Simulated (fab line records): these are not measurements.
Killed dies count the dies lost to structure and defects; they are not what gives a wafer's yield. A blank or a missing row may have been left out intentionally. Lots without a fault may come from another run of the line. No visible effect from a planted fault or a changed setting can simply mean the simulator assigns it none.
Code-filled problem report in 8D (eight disciplines) form | flow n5Finfet | the parts of the form that need people (team, actions taken, sign-off) are left out

1. THE PROBLEM
At N5_MOL_CONTACT_COAG_ETCH_105, etchRfOnTimeS averages 44.0 s over 2 wafers from 2 lots, while fault-free wafers read 26.3 s, standard deviation 0.74. That puts it +24 standard deviations away from the usual mean.
The step: etches SiARC in CF4, target depth 15.6 nm, time 26 s.
Earliest sighting: wafer L111.4 on rieDiel-05 at day 8 13:34. The record holds 27 wafers of 9 lots with a number at this step. By rule, "out" or "out of limits" means more than 4 standard deviations away from the usual mean. Any other wafer with a number is counted as sound.

2. WHAT IT IS AND WHAT IT IS NOT
question                    | is               | is not
which readings at this step | etchRfOnTimeS    | drypumpMotorCurrentA, rfVppV, showerheadPlenumPTorr, throttleValvePct
which lots                  | L111, L112       | L102, L104, L107, L113, L118, L995, L998
which wafers of those lots  | L111.4, L112.4   | L111.2, L111.5, L112.1, L112.2
read on which tools         | rieDiel-05       | rieDiel-01, rieDiel-04
when                        | from day 8 13:34 | up to then (17 sound wafers); but 8 sound wafers of L112, L113, L118 came after

3. WHAT RULES OUT EACH SUSPECT
Counting: any tool at a process step up to the reading remains a suspect provided it ran every lot that is out. Sound lots after the first of them don't rule it out here, since some wafers of a struck lot are sound.
- rieDiel-05 at N5_MOL_CONTACT_COAG_ETCH_105 (etches SiARC in CF4, target depth 15.6 nm, time 26 s): kept. It processed each lot that is out (first: L111, day 8 13:34); up to then, its last sound lot is L107 (day 7 14:55). Its own readings are out on those wafers: etchRfOnTimeS.
Remaining after the count: rieDiel-05 at N5_MOL_CONTACT_COAG_ETCH_105.

4. THE CAUSE (what the simulator had put in)
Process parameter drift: rieDiel-05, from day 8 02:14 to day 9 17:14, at N5_MOL_CONTACT_COAG_ETCH_105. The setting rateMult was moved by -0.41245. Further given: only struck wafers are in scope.
The count eliminated every tool but this one.

5. THE EFFECT CHAIN, in route order
Each row: a reading whose mean over the struck wafers that have a number lies more than 3 standard deviations from the usual. Only readings for which the record gives a usual standard deviation are gone through. hours: the time from each lot's start at the first step in this table that gives one to its start at this step, as a median over the lots. sigmas: the change in usual standard deviations.
hours | step                         | reading       | usual  | on struck wafers | change | sigmas
0     | N5_MOL_CONTACT_COAG_ETCH_105 | etchRfOnTimeS | 26.3 s | 44.0             | +17.7  | +24
It contains these process steps:
- N5_MOL_CONTACT_COAG_ETCH_105: etches SiARC in CF4, target depth 15.6 nm, time 26 s.
Later measuring or inspecting steps at which every struck wafer that the step has a row for has a number for every such reading, and none has moved that far: N5_BEOL_M4_RC_MEAS_101.

6. WHAT WOULD HAVE CAUGHT IT SOONER
The fault began at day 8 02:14; the first out-of-limits reading in this record came at day 8 13:34, 11 hours later.
